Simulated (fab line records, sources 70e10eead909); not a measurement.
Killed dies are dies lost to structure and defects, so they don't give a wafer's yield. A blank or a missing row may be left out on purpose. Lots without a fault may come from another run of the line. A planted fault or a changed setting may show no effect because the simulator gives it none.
fab line records | flow nand_harc
record lots=10 wafers=30 last_day=34
route steps=1302 shown P_M0@266 P_M1@292 END@1302
lots that met no fault: from a run of the same line without faults
start_h: hours from the record's first day to the start of the lot's first wafer shown | wait_h: hours since the lot's step before | " the same as in the row above | L1.1+2: a row that stands for several wafers | - no value, or no start given | * or withheld: withheld | < > ~ a bound
route shown NAME@n: a module of which the file shows steps, and the number in the route of the first | usual: mean/standard deviation of fault-free wafers | same: alike in all rows | chamber/n: place in a boat | sites: the reading at each site | _std_site: their standard deviation | _edge_site: outer sites' mean less inner sites' | radius_mm: how far each site lies from the wafer's centre | mask NAME#n: copy n | behind: the tool/chamber that last shaped the wafer | hold: why the lot was held/for how many hours/how that ended | device: the transistor (n, p or np) that didn't switch | end of line: the same wafers' tests at the end of the route | a step without rows: its recipe alone | killed: dies lost to structure and defects at the first sort, not the wafer's yield | map: a wafer's dies, x killed, . not, _ none there
set.NAME: the setting as run; set.NAME@STEP: as run at that earlier step | model.NAME: the simulator's own value behind a step, which no gauge read
steps of the route over a sample of lots; a table a step, a row a wafer
services: from which hour (start_h, from the record's first day; less than 0 if before it) a tool's chamber was out of use, for how many hours, and why
## steps
# step NHARC_P_M0_DESCUM_14
# recipe time_s=3 o2_flow_sccm=200 ar_flow_sccm=0 bias_power_w=0 chemistry=O2
# usual drypump_motor_current_A=5.78/0.26 oes_product_au=1.001/0.0093 rf_vpp_V=57.9/0.85 showerhead_plenum_p_Torr=1.95/0.1 throttle_valve_pct=11.311/0.0089
# same bias_power_w=0
# columns lot.wafer tool chamber start_h wait_h drypump_motor_current_A oes_product_au rf_hours_counter_h rf_vpp_V showerhead_plenum_p_Torr throttle_valve_pct
L301.3 rie_diel-04 3 125.65 0.1 5.93 0.987 17 58.3 1.90 11.318
L301.2 " 0 " " 5.77 1.003 18 58.9 2.03 11.316
L301.6 " 1 " " 5.50 1.005 - 58.6 2.04 11.330
L302.2 rie_diel-02 2 128.78 0.1 5.10 1.011 23 58.1 1.81 11.322
L302.6 " 2 " " 5.10 1.013 - 57.1 1.81 11.306
L302.5 " 3 " " 5.90 1.013 - 56.9 1.78 11.313
L303.1 rie_diel-04 3 146.38 0.1 5.93 0.987 19 57.2 1.90 11.321
L303.3 " 0 " " 5.79 1.009 19 56.8 2.03 11.285
L303.5 " 1 " " 5.49 1.013 - 58.7 2.04 11.302
L304.2 rie_diel-05 0 147.82 0.1 5.84 1.006 24 58.5 1.82 11.305
L304.5 " 0 " " 5.83 1.001 - 56.8 1.82 11.321
L304.6 " 3 " " 5.84 0.984 - 59.4 2.00 11.314
L306.1 rie_diel-04 0 173.87 0.1 5.79 1.011 25 58.8 2.03 11.312
L306.6 " 0 " " 5.80 1.004 - 58.5 2.03 11.316
L306.5 " 1 " " 5.47 1.011 - 57.8 2.04 11.321
L307.1 rie_diel-05 3 180.93 0.1 5.86 0.999 44 59.8 1.99 11.313
L307.2 " 0 " " 5.82 1.003 36 57.2 1.82 11.305
L307.6 " 3 " " 5.82 0.994 - 57.7 1.99 11.300
L311.3 rie_diel-04 0 217.96 0.1 5.80 0.984 5 57.2 2.03 11.316
L311.5 " 1 " " 5.53 0.993 - 58.2 2.03 11.293
L311.6 " 2 " " 5.60 1.007 - 58.5 2.05 11.314
L313.1 rie_diel-02 1 240.03 0.1 5.92 1.007 2 58.0 1.88 11.327
L313.2 " 3 " " 5.92 0.982 2 58.5 2.08 11.309
L313.6 " 1 " " 5.94 1.006 - 57.0 1.88 11.311
L322.3 rie_diel-04 3 342.41 0.1 5.91 0.991 26 57.0 1.89 11.310
L322.2 " 0 " " 5.81 1.002 27 59.3 2.02 11.310
L322.1 " 2 " " 5.63 1.008 23 58.5 2.04 11.322
L324.1 rie_diel-05 1 362.56 0.1 6.01 0.992 31 57.1 1.82 11.311
L324.6 " 2 " " 6.10 0.997 - 58.9 2.05 11.313
L324.5 " 3 " " 5.83 0.997 - 57.7 1.97 11.311
# step NHARC_P_M0_ANNEAL_30
# recipe temp_c=225 time_s=90
# usual wafer_temp_C_max=225.79/0.23
# columns lot.wafer tool chamber start_h wait_h wafer_temp_C_max
L301.2 rtp_anneal-02 0 127.33 0.4 225.66
L301.3 " 0 " " 225.88
L301.6 " 0 " " 225.94
L302.2 rtp_anneal-02 0 130.53 - 225.91
L302.5 " 0 " " 225.32
L302.6 " 0 " " 225.61
L303.1 rtp_anneal-02 0 148.03 0.3 225.75
L303.3 " 0 " " 225.87
L303.5 " 0 " " 226.09
L304.2 rtp_anneal-01 0 149.61 - 225.67
L304.5 " 0 " " 225.24
L304.6 " 0 " " 225.78
L306.1 rtp_anneal-01 0 175.54 - 225.76
L306.5 " 0 " " 225.80
L306.6 " 0 " " 225.76
L307.1 rtp_anneal-02 0 182.82 0.3 225.88
L307.2 " 0 " " 225.72
L307.6 " 0 " " 225.87
L311.3 rtp_anneal-01 0 219.71 0.3 226.40
L311.5 " 0 " " 225.73
L311.6 " 0 " " 225.86
L313.1 rtp_anneal-02 0 241.68 - 225.58
L313.2 " 0 " " 225.69
L313.6 " 0 " " 225.48
L322.1 rtp_anneal-01 0 344.07 0.3 225.88
L322.2 " 0 " " 226.02
L322.3 " 0 " " 225.55
L324.1 rtp_anneal-01 0 364.38 0.4 225.72
L324.5 " 0 " " 225.83
L324.6 " 0 " " 225.65
# step NHARC_P_M1_EXPOSE_06
# recipe na=1.35 target_cd_nm=130 dose_mj=81.88 mask_id=P_M1
# usual exposure_dose_mJ_cm2=81.88/0.088
# columns lot.wafer tool chamber start_h wait_h mask exposure_dose_mJ_cm2
L301.2 arfi_scanner-03 0 129.36 - P_M1#0 81.69
L301.3 " 0 " " P_M1#0 81.81
L301.6 " 0 " " P_M1#0 81.80
L302.2 arfi_scanner-03 0 132.96 - P_M1#0 81.73
L302.5 " 0 " " P_M1#0 81.82
L302.6 " 0 " " P_M1#0 81.85
L303.1 arfi_scanner-03 0 149.97 - P_M1#0 82.06
L303.3 " 0 " " P_M1#0 81.94
L303.5 " 0 " " P_M1#0 81.91
L304.2 arfi_scanner-02 0 151.63 - P_M1#0 81.83
L304.5 " 0 " " P_M1#0 81.90
L304.6 " 0 " " P_M1#0 81.96
L306.1 arfi_scanner-03 0 177.48 - P_M1#0 81.86
L306.5 " 0 " " P_M1#0 81.76
L306.6 " 0 " " P_M1#0 81.78
L307.1 arfi_scanner-02 0 184.89 - P_M1#0 81.80
L307.2 " 0 " " P_M1#0 81.92
L307.6 " 0 " " P_M1#0 81.94
L311.3 arfi_scanner-01 0 221.69 - P_M1#0 81.80
L311.5 " 0 " " P_M1#0 81.88
L311.6 " 0 " " P_M1#0 81.90
L313.1 arfi_scanner-01 0 243.76 - P_M1#0 81.93
L313.2 " 0 " " P_M1#0 81.83
L313.6 " 0 " " P_M1#0 81.83
L322.1 arfi_scanner-02 0 346.13 - P_M1#0 73.55
L322.2 " 0 " " P_M1#0 73.68
L322.3 " 0 " " P_M1#0 73.61
L324.1 arfi_scanner-02 0 366.67 - P_M1#0 73.97
L324.5 " 0 " " P_M1#0 74.05
L324.6 " 0 " " P_M1#0 73.99
# step NHARC_P_M1_CD_MEAS_09
# recipe target_cd_nm=130 landing_energy_ev=500
# usual cd_nm=130.0/0.68
# columns lot.wafer tool chamber start_h wait_h cd_nm
L301.2 cd_sem-03 0 129.49 - 129.9
L301.3 " 0 " " 129.5
L301.6 " 0 " " 129.4
L302.2 cd_sem-01 0 133.10 - 130.3
L302.5 " 0 " " 129.2
L302.6 " 0 " " 130.6
L303.1 cd_sem-02 0 150.11 - 130.3
L303.3 " 0 " " 129.8
L303.5 " 0 " " 130.1
L304.2 cd_sem-03 0 151.78 - 130.2
L304.5 " 0 " " 130.5
L304.6 " 0 " " 129.5
L306.1 cd_sem-03 0 177.62 - 129.1
L306.5 " 0 " " 129.1
L306.6 " 0 " " 129.2
L307.1 cd_sem-01 0 185.03 - 130.8
L307.2 " 0 " " 131.1
L307.6 " 0 " " 131.2
L311.3 cd_sem-03 0 221.82 - 131.2
L311.5 " 0 " " 130.8
L311.6 " 0 " " 130.1
L313.1 cd_sem-01 0 243.90 - 130.5
L313.2 " 0 " " 131.2
L313.6 " 0 " " 131.3
L322.1 cd_sem-03 0 346.27 - 124.3
L322.2 " 0 " " 123.9
L322.3 " 0 " " 123.1
L324.1 cd_sem-03 0 366.81 - 123.6
L324.5 " 0 " " 123.1
L324.6 " 0 " " 123.1
# step NHARC_P_M1_OVL_MEAS_10
# recipe pitch_nm=260
# usual overlay_x_nm=-0.1/1 overlay_y_nm=-0.1/0.76
# columns lot.wafer tool chamber start_h wait_h overlay_x_nm overlay_y_nm
L301.2 overlay-01 - 129.58 - 1.2 -0.8
L301.3 " - " " 1.5 -0.6
L301.6 " - " " 1.5 -0.8
L302.2 overlay-02 - 133.19 - 0.0 0.8
L302.5 " - " " 0.3 0.4
L302.6 " - " " -0.1 0.5
L303.1 overlay-01 - 150.20 - -2.4 1.0
L303.3 " - " " -2.6 0.3
L303.5 " - " " -2.4 0.5
L304.2 overlay-01 - 151.86 - -0.7 -1.2
L304.5 " - " " -0.5 -0.6
L304.6 " - " " 0.2 -1.1
L306.1 overlay-02 - 177.70 - 1.0 -1.7
L306.5 " - " " 0.5 -1.3
L306.6 " - " " 0.6 -2.2
L307.1 overlay-01 - 185.12 - -0.1 -0.1
L307.2 " - " " -0.3 -0.1
L307.6 " - " " -0.3 0.2
L311.3 overlay-02 - 221.91 - -0.6 0.2
L311.5 " - " " -0.7 0.7
L311.6 " - " " -0.4 0.6
L313.1 overlay-01 - 243.98 - 0.2 0.4
L313.2 " - " " -0.1 0.9
L313.6 " - " " 0.5 1.1
L322.1 overlay-02 - 346.36 - 23.6 0.4
L322.2 " - " " 23.1 0.5
L322.3 " - " " 23.2 0.3
L324.1 overlay-01 - 366.90 - 21.9 -0.4
L324.5 " - " " 22.5 0.0
L324.6 " - " " 22.8 -0.2
# step NHARC_P_M1_INSPECT_11
# usual raw_defect_count=4.3/2.7
# columns lot.wafer tool chamber start_h wait_h raw_defect_count
L301.2 defect_inspect-02 - 129.62 0.0 11
L301.3 " - " " 6
L301.6 " - " " 8
L302.2 defect_inspect-02 - 133.22 0.0 1
L302.5 " - " " 6
L302.6 " - " " 2
L303.1 defect_inspect-01 - 150.24 0.0 3
L303.3 " - " " 2
L303.5 " - " " 2
L304.2 defect_inspect-01 - 151.90 0.0 2
L304.5 " - " " 2
L304.6 " - " " 5
L306.1 defect_inspect-01 - 177.74 0.0 1
L306.5 " - " " 6
L306.6 " - " " 2
L307.1 defect_inspect-01 - 185.16 0.0 7
L307.2 " - " " 8
L307.6 " - " " 3
L311.3 defect_inspect-01 - 221.94 0.0 6
L311.5 " - " " 5
L311.6 " - " " 1
L313.1 defect_inspect-01 - 244.02 0.0 3
L313.2 " - " " 4
L313.6 " - " " 3
L322.1 defect_inspect-01 - 346.40 0.0 3
L322.2 " - " " 5
L322.3 " - " " 3
L324.1 defect_inspect-02 - 366.93 0.0 2
L324.5 " - " " 4
L324.6 " - " " 4
# step NHARC_END_SORT_01
# recipe temp_c=25
# usual defect_limited_yield=91.3/2.8 killed_at_array=54/18 killed_at_other=0.7/0.87 killed_at_periphery=3.7/2.5 killed_dies=59/19 killed_open=3.3/2 killed_short=2.6/1.6 sort_bin_2_pct=3.1/1.2 sort_bin_3_pct=0.6/0.35 sort_bin_4_pct=5.0/1.6 sort_n_pass=618/19 sort_rim_yield_pct=92/4.4 sort_yield_pct=91.3/2.8
# same gross_dies=677 sort_bin_5_pct[%]=0 sort_bin_6_pct[%]=0 sort_bin_7_pct[%]=0 sort_bin_8_pct[%]=0 sort_rim_n_gross=106.00
# columns lot.wafer tool chamber start_h wait_h defect_limited_yield[%] killed_at_array killed_at_other killed_at_periphery killed_dies killed_open killed_short sort_bin_2_pct[%] sort_bin_3_pct[%] sort_bin_4_pct[%] sort_n_pass sort_rim_yield_pct[%] sort_yield_pct[%]
L303.1 prober-02 0 621.85 2.5 92.0 52 1 1 54 2 2 2.2 0.7 5.0 623 91 92.0
L303.3 prober-02 0 623.45 3.1 93.2 44 0 2 46 3 2 1.6 0.6 4.6 631 98 93.2
L303.5 prober-02 0 625.06 3.7 93.8 40 0 2 42 1 2 1.9 0.6 3.7 635 94 93.8
L301.2 prober-01 0 624.96 2.8 87.6 75 1 8 84 3 6 4.4 0.9 7.1 593 87 87.6
L301.3 prober-01 0 625.76 3.1 90.0 65 0 3 68 2 4 3.1 0.9 6.1 609 95 90.0
L301.6 prober-01 0 628.15 4.0 87.3 81 0 5 86 3 0 5.8 0.4 6.5 591 92 87.3
L302.2 prober-02 0 630.47 2.8 92.0 51 2 1 54 7 3 3.1 0 4.9 623 93 92.0
L302.5 prober-02 0 632.87 3.7 92.9 46 0 2 48 1 2 3.0 0.3 3.8 629 96 92.9
L302.6 prober-02 0 633.67 4.0 93.5 41 1 2 44 5 4 2.8 0.6 3.1 633 92 93.5
L304.2 prober-01 0 632.73 2.8 93.5 41 1 2 44 5 1 2.7 0.7 3.1 633 89 93.5
L304.5 prober-01 0 635.12 3.7 93.8 41 0 1 42 0 1 2.5 0.7 3.0 635 89 93.8
L304.6 prober-01 0 635.91 4.0 90.0 66 1 1 68 2 4 3.5 1.2 5.3 609 92 90.0
L307.1 prober-02 0 637.45 2.5 89.7 62 0 8 70 5 4 2.5 0.7 7.1 607 86 89.7
L307.2 prober-02 0 638.25 2.8 88.9 64 0 11 75 4 4 4.4 1.0 5.6 602 94 88.9
L307.6 prober-02 0 641.45 4.0 90.3 63 1 2 66 1 2 3.7 0.9 5.2 611 99 90.3
L306.1 prober-02 0 645.22 2.5 92.9 47 0 1 48 0 1 1.8 0.6 4.7 629 90 92.9
L306.5 prober-02 0 648.41 3.7 93.5 42 0 2 44 3 3 3.0 0.6 3.0 633 90 93.5
L306.6 prober-02 0 649.21 4.0 92.8 46 1 2 49 3 1 2.8 0.6 3.8 628 90 92.8
L311.3 prober-01 0 649.19 3.1 94.7 31 0 5 36 2 3 1.3 0.3 3.7 641 94 94.7
L311.5 prober-01 0 650.80 3.7 94.5 34 0 3 37 5 4 1.8 0.6 3.1 640 96 94.5
L311.6 prober-01 0 651.60 4.0 95.6 27 2 1 30 3 1 1.2 0 3.2 647 94 95.6
L313.1 prober-01 0 677.20 2.5 89.2 69 0 4 73 3 1 5.0 1.2 4.6 604 94 89.2
L313.2 prober-01 0 678.01 2.8 90.0 64 0 4 68 3 2 4.3 1.3 4.4 609 93 90.0
L313.6 prober-01 0 681.25 4.1 88.0 75 0 6 81 6 4 4.0 0.4 7.5 596 91 88.0
L322.1 prober-02 0 789.12 2.5 91.9 45 3 7 55 3 1 2.2 0.6 5.3 622 97 91.9
L322.2 prober-02 0 789.92 2.8 91.9 52 1 2 55 5 2 1.6 0.7 5.8 622 94 91.9
L322.3 prober-02 0 790.72 3.1 90.4 58 0 7 65 4 1 2.1 0.4 7.1 612 93 90.4
L324.1 prober-01 0 806.44 2.5 90.8 58 2 2 62 6 1 3.2 0.7 5.2 615 90 90.8
L324.5 prober-01 0 809.71 3.8 88.9 68 3 4 75 5 3 4.3 0.6 6.2 602 94 88.9
L324.6 prober-01 0 810.52 4.1 90.1 61 1 5 67 2 2 3.8 0.4 5.6 610 91 90.1
# killed by level:class
L303.1 A_SLIT:chamber_film_flake=25 A_CHANNEL_HOLE_D2:chamber_film_flake=15 A_DECK1_JOINT:chamber_film_flake=2 A_WL_FILL:chamber_film_flake=2 A_CONTACT:chamber_film_flake=2 A_ONON_D1:geometric_particle:short=1 A_CHANNEL_FILL_D1:geometric_particle:open=1 A_ONON_D2:geometric_particle:short=1
L303.3 A_SLIT:chamber_film_flake=24 A_CHANNEL_HOLE_D2:chamber_film_flake=7 A_CONTACT:chamber_film_flake=5 A_CHANNEL_HOLE_D1:chamber_film_flake=2 A_CHANNEL_FILL_D1:chamber_film_flake=2 P_M0:geometric_particle:short=1 P_M0:geometric_particle:open=1 A_ONON_D1:geometric_particle:open=1
L301.2 A_SLIT:chamber_film_flake=29 A_CHANNEL_HOLE_D2:chamber_film_flake=27 P_CONTACT:chamber_film_flake=5 A_CHANNEL_FILL_D2:chamber_film_flake=3 A_STAIRCASE:chamber_film_flake=3 A_BONDPAD:chamber_film_flake=3 P_STI:geometric_particle:open=1 P_STI:geometric_particle:short=1
L303.5 A_SLIT:chamber_film_flake=23 A_CHANNEL_HOLE_D2:chamber_film_flake=8 A_CHANNEL_HOLE_D1:chamber_film_flake=2 A_CHANNEL_FILL_D1:chamber_film_flake=2 A_CONTACT:chamber_film_flake=2 P_M0:geometric_particle:short=1 A_CHANNEL_HOLE_D1:geometric_particle:short=1 A_CHANNEL_FILL_D1:geometric_particle:open=1
L301.3 A_SLIT:chamber_film_flake=31 A_CHANNEL_HOLE_D2:chamber_film_flake=19 A_CONTACT:chamber_film_flake=4 A_SOURCE_PLATE:geometric_particle:open=2 P_CONTACT:chamber_film_flake=2 A_CHANNEL_HOLE_D1:chamber_film_flake=2 A_STAIRCASE:chamber_film_flake=2 A_BONDPAD:chamber_film_flake=2
L301.6 A_CHANNEL_HOLE_D2:chamber_film_flake=38 A_SLIT:chamber_film_flake=24 P_CONTACT:chamber_film_flake=5 A_CONTACT:chamber_film_flake=5 A_CHANNEL_FILL_D2:chamber_film_flake=3 A_ZERO_WELL:chamber_film_flake=2 A_STAIRCASE:chamber_film_flake=2 A_SGD_CUT:chamber_film_flake=2
L302.2 A_CHANNEL_HOLE_D1:chamber_film_flake=31 A_CHANNEL_HOLE_D2:chamber_film_flake=3 A_CHANNEL_HOLE_D1:geometric_particle:open=2 A_SGD_CUT:geometric_particle:open=2 A_M0:geometric_particle:open=2 A_CHANNEL_FILL_D2:chamber_film_flake=2 A_SLIT:chamber_film_flake=2 A_WL_FILL:chamber_film_flake=2
L304.2 A_CHANNEL_HOLE_D1:chamber_film_flake=18 A_CHANNEL_HOLE_D2:chamber_film_flake=17 P_CONTACT:geometric_particle:open=2 A_ONON_D2:geometric_particle:short=1 A_WL_FILL:geometric_particle:open=1 A_M0:geometric_particle:open=1 STARTING-WAFER:geometric_particle:open=1 A_CHANNEL_FILL_D2:chamber_film_flake=1
L302.5 A_CHANNEL_HOLE_D1:chamber_film_flake=26 A_CHANNEL_HOLE_D2:chamber_film_flake=9 A_WL_FILL:chamber_film_flake=6 A_STAIRCASE:chamber_film_flake=2 A_CHANNEL_FILL_D1:geometric_particle:short=1 A_DECK1_JOINT:geometric_particle:short=1 A_CHANNEL_FILL_D2:geometric_particle:open=1 P_GATE:chamber_film_flake=1
L302.6 A_CHANNEL_HOLE_D1:chamber_film_flake=22 A_CHANNEL_HOLE_D2:chamber_film_flake=5 A_STAIRCASE:chamber_film_flake=3 A_WL_FILL:geometric_particle:short=2 A_CONTACT:chamber_film_flake=2 A_ONON_D1:geometric_particle:open=1 A_DECK1_JOINT:geometric_particle:open=1 A_DECK1_JOINT:geometric_particle:short=1
L304.5 A_CHANNEL_HOLE_D2:chamber_film_flake=20 A_CHANNEL_HOLE_D1:chamber_film_flake=15 A_CONTACT:chamber_film_flake=2 A_ONON_D2:geometric_particle:short=1 P_GATE:chamber_film_flake=1 A_CHANNEL_FILL_D1:chamber_film_flake=1 A_STAIRCASE:chamber_film_flake=1 A_M1:chamber_film_flake=1
L304.6 A_CHANNEL_HOLE_D1:chamber_film_flake=33 A_CHANNEL_HOLE_D2:chamber_film_flake=25 A_CONTACT:chamber_film_flake=4 P_M0:geometric_particle:open=1 A_CHANNEL_HOLE_D1:geometric_particle:short=1 A_DECK1_JOINT:geometric_particle:short=1 A_SGD_CUT:geometric_particle:short=1 A_M0:geometric_particle:open=1
L307.1 A_CHANNEL_HOLE_D1:chamber_film_flake=28 A_SLIT:chamber_film_flake=15 A_CONTACT:chamber_film_flake=5 A_CHANNEL_HOLE_D2:chamber_film_flake=4 P_CONTACT:chamber_film_flake=3 A_STAIRCASE:chamber_film_flake=2 P_STI:geometric_particle:short=1 P_GATE:geometric_particle:open=1
L307.2 A_CHANNEL_HOLE_D1:chamber_film_flake=29 A_SLIT:chamber_film_flake=21 P_CONTACT:chamber_film_flake=4 A_CONTACT:chamber_film_flake=4 A_CHANNEL_HOLE_D2:chamber_film_flake=4 A_STAIRCASE:chamber_film_flake=2 P_CONTACT:geometric_particle:open=1 P_M0:geometric_particle:open=1
L307.6 A_CHANNEL_HOLE_D1:chamber_film_flake=32 A_SLIT:chamber_film_flake=19 A_CHANNEL_HOLE_D2:chamber_film_flake=7 A_CONTACT:chamber_film_flake=3 A_M0:geometric_particle:short=1 A_M0:geometric_particle:open=1 STARTING-WAFER:geometric_particle:short=1 P_ZERO_WELL:chamber_film_flake=1
L306.1 A_CHANNEL_HOLE_D2:chamber_film_flake=22 A_STAIRCASE:chamber_film_flake=8 A_CHANNEL_HOLE_D1:chamber_film_flake=4 A_WL_FILL:chamber_film_flake=4 A_DECK1_JOINT:chamber_film_flake=3 A_CHANNEL_FILL_D1:chamber_film_flake=2 A_CONTACT:chamber_film_flake=2 A_ONON_D1:geometric_particle:short=1
L306.5 A_CHANNEL_HOLE_D2:chamber_film_flake=24 A_STAIRCASE:chamber_film_flake=4 A_CHANNEL_HOLE_D1:chamber_film_flake=3 A_CHANNEL_FILL_D1:chamber_film_flake=2 A_WL_FILL:chamber_film_flake=2 A_CONTACT:chamber_film_flake=2 P_CONTACT:geometric_particle:open=1 A_ONON_D1:geometric_particle:short=1
L311.3 A_CHANNEL_HOLE_D2:chamber_film_flake=11 A_CONTACT:chamber_film_flake=10 P_ZERO_WELL:chamber_film_flake=3 A_CHANNEL_HOLE_D1:chamber_film_flake=2 A_SLIT:chamber_film_flake=2 P_GATE:geometric_particle:short=1 A_ONON_D2:geometric_particle:short=1 A_WL_FILL:geometric_particle:short=1
L306.6 A_CHANNEL_HOLE_D2:chamber_film_flake=22 A_STAIRCASE:chamber_film_flake=7 A_CHANNEL_HOLE_D1:chamber_film_flake=5 A_DECK1_JOINT:chamber_film_flake=3 P_GATE:chamber_film_flake=2 A_WL_FILL:chamber_film_flake=2 A_ONON_D2:geometric_particle:open=1 A_CHANNEL_HOLE_D2:geometric_particle:open=1
L311.5 A_CHANNEL_HOLE_D2:chamber_film_flake=13 A_CHANNEL_HOLE_D1:chamber_film_flake=4 A_WL_FILL:chamber_film_flake=3 A_ONON_D1:geometric_particle:short=2 A_BLC:geometric_particle:open=2 A_SLIT:chamber_film_flake=2 P_GATE:geometric_particle:short=1 P_GATE:geometric_particle:open=1
L311.6 A_CHANNEL_HOLE_D2:chamber_film_flake=15 A_CHANNEL_HOLE_D1:chamber_film_flake=3 A_CONTACT:chamber_film_flake=3 A_CONTACT:geometric_particle:open=2 A_ONON_D1:geometric_particle:short=1 A_CHANNEL_FILL_D2:geometric_particle:open=1 P_GATE:chamber_film_flake=1 A_CHANNEL_FILL_D2:chamber_film_flake=1
L313.1 A_SLIT:chamber_film_flake=35 A_CHANNEL_HOLE_D2:chamber_film_flake=23 A_CONTACT:chamber_film_flake=4 A_CONTACT:geometric_particle:open=2 A_CHANNEL_HOLE_D1:chamber_film_flake=2 P_STI:geometric_particle:short=1 P_CONTACT:geometric_particle:open=1 P_GATE:chamber_film_flake=1
L313.2 A_SLIT:chamber_film_flake=36 A_CHANNEL_HOLE_D2:chamber_film_flake=16 A_CONTACT:chamber_film_flake=6 P_CONTACT:geometric_particle:open=2 A_CHANNEL_HOLE_D1:chamber_film_flake=2 P_GATE:geometric_particle:open=1 A_ONON_D1:geometric_particle:short=1 A_CHANNEL_FILL_D2:geometric_particle:short=1
L313.6 A_SLIT:chamber_film_flake=36 A_CHANNEL_HOLE_D2:chamber_film_flake=23 A_CHANNEL_HOLE_D1:chamber_film_flake=4 A_BLC:chamber_film_flake=2 P_GATE:geometric_particle:short=1 P_GATE:geometric_particle:open=1 P_M2:geometric_particle:open=1 P_BONDPAD:geometric_particle:open=1
L322.1 A_CHANNEL_HOLE_D1:chamber_film_flake=12 A_SLIT:chamber_film_flake=9 A_CONTACT:chamber_film_flake=9 A_STAIRCASE:chamber_film_flake=4 P_ZERO_WELL:chamber_film_flake=3 A_WL_FILL:chamber_film_flake=3 A_CHANNEL_FILL_D1:chamber_film_flake=2 A_CHANNEL_HOLE_D2:chamber_film_flake=2
L322.2 A_CHANNEL_HOLE_D1:chamber_film_flake=17 A_CONTACT:chamber_film_flake=9 A_STAIRCASE:chamber_film_flake=6 A_SLIT:chamber_film_flake=6 A_WL_FILL:chamber_film_flake=4 A_ONON_D2:geometric_particle:open=3 A_CHANNEL_FILL_D2:geometric_particle:short=2 A_SGD_CUT:chamber_film_flake=2
L322.3 A_CHANNEL_HOLE_D1:chamber_film_flake=16 A_SLIT:chamber_film_flake=10 A_CONTACT:chamber_film_flake=6 P_BONDPAD:chamber_film_flake=5 A_CHANNEL_FILL_D1:chamber_film_flake=5 A_WL_FILL:chamber_film_flake=5 A_SGD_CUT:chamber_film_flake=4 A_CHANNEL_HOLE_D2:chamber_film_flake=3
L324.1 A_SLIT:chamber_film_flake=28 A_CHANNEL_HOLE_D1:chamber_film_flake=8 A_STAIRCASE:chamber_film_flake=7 A_CONTACT:chamber_film_flake=5 A_WL_FILL:geometric_particle:open=2 A_DECK1_JOINT:chamber_film_flake=2 THIN_TSV:chamber_film_flake=2 P_GATE:geometric_particle:open=1
L324.5 A_SLIT:chamber_film_flake=33 A_CHANNEL_HOLE_D1:chamber_film_flake=19 A_CONTACT:chamber_film_flake=5 A_STAIRCASE:chamber_film_flake=4 THIN_TSV:chamber_film_flake=3 P_GATE:chamber_film_flake=2 P_CONTACT:geometric_particle:open=1 P_M0:geometric_particle:open=1
L324.6 A_SLIT:chamber_film_flake=28 A_CHANNEL_HOLE_D1:chamber_film_flake=18 A_CONTACT:chamber_film_flake=5 A_STAIRCASE:chamber_film_flake=4 P_M0:geometric_particle:open=2 P_GATE:chamber_film_flake=2 A_CHANNEL_FILL_D2:chamber_film_flake=2 P_M0:geometric_particle:short=1
## services
# columns tool chamber start_h hours kind
rie_diel-04 3 103.59 6.0 repair
arfi_scanner-02 - 108.70 1.6 repair
arfi_scanner-02 - 111.28 9.2 repair
rie_diel-05 0 119.67 5.2 repair
arfi_scanner-02 - 140.00 4.0 pm
rie_diel-05 1 142.11 29.6 repair
rie_diel-05 2 156.37 16.7 repair
rie_diel-05 0 172.33 6.0 repair
rie_diel-04 - 178.41 9.0 pm
arfi_scanner-02 - 183.49 0.6 repair
arfi_scanner-03 - 196.00 4.0 pm
arfi_scanner-03 - 228.50 1.8 repair
rie_diel-05 - 229.76 9.0 pm
arfi_scanner-03 - 253.77 0.6 repair
arfi_scanner-03 - 260.28 1.9 repair
rie_diel-05 2 274.22 6.2 repair
arfi_scanner-03 - 284.16 0.2 repair
arfi_scanner-02 - 312.00 4.0 pm
rie_diel-04 1 312.58 7.1 repair
rie_diel-04 2 313.18 22.7 repair
arfi_scanner-03 - 319.90 2.0 repair
arfi_scanner-02 - 344.82 0.9 repair
rie_diel-04 - 352.64 2.5 repair
rie_diel-04 - 355.41 9.0 pm
## key
first_sign step=NHARC_P_M1_EXPOSE_06 reading=exposure_dose_mJ_cm2 direction=down sigmas=92 usual=81.88 struck=73.81
effect step=NHARC_P_M1_CD_MEAS_09 reading=cd_nm direction=down sigmas=9.6 usual=130.0 struck=123.5 through=control_loop
effect step=NHARC_P_M1_OVL_MEAS_10 reading=overlay_x_nm direction=up sigmas=22 usual=-0.1 struck=22.8 through=control_loop
met_at NHARC_P_M1_EXPOSE_06
struck_lots L322,L324
loop_trim step=NHARC_P_M1_EXPOSE_06 setting=dose lots=L322,L324
not_acting_at NHARC_P_M0_DESCUM_14,NHARC_P_M0_ANNEAL_30,NHARC_P_M1_INSPECT_11
onset_between 184.89 346.13
fault kind=scanner_matching_overlay tool=arfi_scanner-02 chamber=- onset_h=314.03 steps=NHARC_P_M1_EXPOSE_06 offset=23.537
# loop_trim: a control loop set the setting to another value than it would have without faults
